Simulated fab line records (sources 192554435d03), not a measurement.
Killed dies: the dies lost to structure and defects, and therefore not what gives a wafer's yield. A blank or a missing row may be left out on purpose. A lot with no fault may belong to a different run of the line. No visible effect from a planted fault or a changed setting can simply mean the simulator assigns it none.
Which tool did it? ; flow n5 finfet ; 33 wafers from 11 lots sampled at 5 of the route's 1938 steps

== WHAT EACH GAUGE READ, for each wafer ==
The record lacks any reading of a measuring or inspecting step that a usual standard deviation could be used to judge.

== TOOL THAT RAN EACH LOT (tool first, then ch and the chambers of the sampled wafers, then the start) ==
lot;N5_BEOL_M2_PRECLEAN_42;N5_PASSIVATION_PASS_ETCH_74;N5_PASSIVATION_ETCH_59;N5_PASSIVATION_ETCH_54;N5_PASSIVATION_PROBE_49
L386;wet bench-02 ch 0,2,7, day 8 15:22;rie diel-02 ch 0,1,3, day 16 00:54;rie metal-01 ch 0,1, day 16 02:40;rie diel-03 ch 1,2, day 16 04:36;-
L385;wet bench-03 ch 0,5,6, day 8 18:17;rie diel-05 ch 0,2, day 16 04:20;rie metal-02 ch 0,1, day 16 06:22;rie diel-03 ch 0,2,3, day 16 08:04;-
L389;wet bench-01 ch 0,3,4, day 9 18:35;rie diel-05 ch 1,3, day 17 04:25;rie metal-03 ch 0,1, day 17 06:34;rie diel-04 ch 1,2, day 17 08:30;-
L391;wet bench-02 ch 2,3,7, day 9 18:38;rie diel-06 ch 0,1,2, day 17 15:43;rie metal-02 ch 0,1, day 17 17:56;rie diel-04 ch 0,1,2, day 17 19:24;-
L393;wet bench-02 ch 0,3,4, day 9 22:31;rie diel-06 ch 0,1,3, day 18 20:47;rie metal-01 ch 0, day 18 23:02;rie diel-03 ch 1,3, day 19 00:40;-
L390;wet bench-02 ch 0,1,2, day 10 02:07;rie diel-05 ch 0,1,2, day 18 15:29;rie metal-03 ch 0,1, day 18 17:50;rie diel-03 ch 1,2,3, day 18 19:25;-
L395;wet bench-01 ch 0,2,7, day 10 04:43;rie diel-02 ch 0,1,3, day 18 10:51;rie metal-03 ch 0,1, day 18 16:30;rie diel-04 ch 0,2, day 18 18:22;-
L394;wet bench-03 ch 0,3,4, day 11 10:13;rie diel-05 ch 1,2,3, day 19 11:41;rie metal-02 ch 0,1, day 19 13:47;rie diel-04 ch 1,2,3, day 19 15:45;prober-01, day 19 18:36
L397;wet bench-01 ch 1,2,4, day 12 07:10;rie diel-02 ch 0,2, day 20 05:53;rie metal-02 ch 0,1, day 20 07:50;rie diel-04 ch 1,2,3, day 20 10:14;prober-02, day 20 13:13
L398;wet bench-01 ch 2,3,6, day 12 07:38;rie diel-05 ch 1,3, day 20 04:17;rie metal-03 ch 0,1, day 20 07:10;rie diel-01 ch 1,2,3, day 20 08:49;prober-02, day 20 11:36
L406;wet bench-02 ch 2,5,6, day 14 22:01;rie diel-05 ch 0,1,2, day 21 18:49;rie metal-02 ch 0,1, day 21 21:58;rie diel-03 ch 0,2,3, day 21 23:32;-
- N5_BEOL_M2_PRECLEAN_42: cleans in residue remover, time 60 s.
- N5_PASSIVATION_PASS_ETCH_74: etches SiNx in CF4/O2, target depth 220 nm, time 110 s.
- N5_PASSIVATION_ETCH_59: etches TaN in Cl2/BCl3, target depth 65 nm, time 34.9 s.
- N5_PASSIVATION_ETCH_54: etches SiO2 in CHF3/O2, target depth 880 nm, time 440 s.
- N5_PASSIVATION_PROBE_49

== AS READ BY THE TOOLS THEMSELVES (means over the sampled wafers that have a number; for cases with no such wafer, the mark the record gives instead) ==
N5_BEOL_M2_PRECLEAN_42. Usual: 4.6 % for bath heat duty pct, sd 0.74.
lot;tool;bath heat duty pct (%);flag
L386;wet bench-02;4.6;
L385;wet bench-03;4.9;
L389;wet bench-01;4.0;
L391;wet bench-02;4.0;
L393;wet bench-02;5.2;
L390;wet bench-02;4.6;
L395;wet bench-01;4.5;
L394;wet bench-03;5.4;
L397;wet bench-01;4.3;
L398;wet bench-01;4.8;
L406;wet bench-02;4.1;

N5_PASSIVATION_PASS_ETCH_74. Usual: drypump motor current A 5.6 A, standard deviation 0.43; oes product au 0.79 a.u., standard deviation 0.088; rf vpp V 246 V, standard deviation 6.4; showerhead plenum p Torr 2.21 Torr, standard deviation 0.077; throttle valve pct 16.00 %, standard deviation 0.22.
lot;tool;drypump motor current A (A);oes product au (a.u.);rf vpp V (V);showerhead plenum p Torr (Torr);throttle valve pct (%);flag
L386;rie diel-02;5.6;0.79;254;2.25;16.12;
L385;rie diel-05;5.7;0.72;242;2.23;16.10;
L389;rie diel-05;5.6;0.79;244;2.15;15.94;
L391;rie diel-06;5.6;0.79;242;2.21;15.90;
L393;rie diel-06;5.8;0.77;246;2.23;16.01;
L390;rie diel-05;5.5;0.77;246;2.21;16.05;
L395;rie diel-02;5.6;0.79;254;2.24;16.14;
L394;rie diel-05;5.8;0.76;243;2.21;15.98;
L397;rie diel-02;4.9;0.84;242;2.26;15.86;
L398;rie diel-05;5.6;0.82;247;2.19;15.92;
L406;rie diel-05;5.6;0.83;247;2.29;15.92;

N5_PASSIVATION_ETCH_59. Usual: drypump motor current A 6.2 A, standard deviation 0.43; oes product au 0.85 a.u., standard deviation 0.055; throttle valve pct 20.99 %, standard deviation 0.23.
lot;tool;drypump motor current A (A);oes product au (a.u.);throttle valve pct (%);flag
L386;rie metal-01;6.2;0.87;21.13;
L385;rie metal-02;6.0;0.84;20.95;
L389;rie metal-03;6.0;0.79;20.91;
L391;rie metal-02;6.0;0.83;20.97;
L393;rie metal-01;6.0;0.81;21.06;
L390;rie metal-03;5.8;0.94;20.71;
L395;rie metal-03;6.0;0.90;20.85;
L394;rie metal-02;6.3;0.84;20.88;
L397;rie metal-02;6.0;0.82;20.96;
L398;rie metal-03;5.8;0.90;20.74;
L406;rie metal-02;6.0;0.80;20.99;

N5_PASSIVATION_ETCH_54. Usual: drypump motor current A 5.70 A, standard deviation 0.2; oes product au 0.80 a.u., standard deviation 0.072; rf vpp V 521 V, standard deviation 17; showerhead plenum p Torr 2.36 Torr, standard deviation 0.065; throttle valve pct 18.79 %, standard deviation 0.24.
lot;tool;drypump motor current A (A);oes product au (a.u.);rf vpp V (V);showerhead plenum p Torr (Torr);throttle valve pct (%);flag
L386;rie diel-03;5.84;0.72;506;2.35;19.03;
L385;rie diel-03;5.72;0.78;513;2.38;18.77;
L389;rie diel-04;5.60;0.87;533;2.41;18.59;
L391;rie diel-04;5.73;0.85;531;2.37;18.70;
L393;rie diel-03;5.74;0.72;503;2.29;19.08;
L390;rie diel-03;5.80;0.80;511;2.35;18.88;
L395;rie diel-04;5.56;0.84;532;2.40;18.74;
L394;rie diel-04;5.51;0.79;533;2.40;18.80;
L397;rie diel-04;5.53;0.78;533;2.40;18.79;
L398;rie diel-01;5.66;0.84;550;2.40;18.83;
L406;rie diel-03;5.71;0.80;512;2.36;18.72;

N5_PASSIVATION_PROBE_49. Usual: defect limited yield 90.9 %, standard deviation 1.6; killed_at_M0_to_M3 37, standard deviation 11; killed_at_M4_up 15, standard deviation 5.6; killed at contacts 13, standard deviation 6.4; killed at front end 39, standard deviation 11; killed at other 4, standard deviation 3.1; killed dies 107, standard deviation 19; killed open 71, standard deviation 14; killed short 34, standard deviation 7.8; sort_bin_4_leakage 0.01 %, standard deviation 0.053; sort_bin_5_function 5.3 %, standard deviation 1; sort_bin_6_memory 3.4 %, standard deviation 0.72; sort_bin_8_speed 0.0 %, standard deviation 0.42; sort n pass 1072, standard deviation 20; sort yield pct 90.9 %, standard deviation 1.7.
lot;tool;defect limited yield (%);killed_at_M0_to_M3;killed_at_M4_up;killed at contacts;killed at front end;killed at other;killed dies;killed open;killed short;sort_bin_4_leakage (%);sort_bin_5_function (%);sort_bin_6_memory (%);sort_bin_8_speed (%);sort n pass;sort yield pct (%);flag
L394;prober-01;89.9;29;18;10;57;4;119;80;37;0.00;5.7;4.0;0.0;1061;89.9;
L397;prober-02;89.6;39;23;5;53;3;123;87;33;0.00;5.7;4.3;0.0;1057;89.6;
L398;prober-02;90.4;66;10;7;28;2;113;44;25;0.00;5.5;2.5;0.0;1067;90.4;

== THE ANSWER, worked out from the rows above alone ==
Rule: a lot is off if the mean of its wafers that have a number lies more than 3 standard deviations from the usual mean. A lot without any number at a reading at which 4 lots or more have one is off too. Any other lot the step has rows for is counted as sound. Order of review: gauges by route order, followed by the tools' own readings, for which a lot's mean as printed above is used. The first step at which some lot is off is used, and at that step the reading that is off furthest; a lot without a number counts as furthest.
None of the lots is off at any reading shown; this tells nothing.

== WHAT HAD BEEN PUT IN BY THE SIMULATOR ==
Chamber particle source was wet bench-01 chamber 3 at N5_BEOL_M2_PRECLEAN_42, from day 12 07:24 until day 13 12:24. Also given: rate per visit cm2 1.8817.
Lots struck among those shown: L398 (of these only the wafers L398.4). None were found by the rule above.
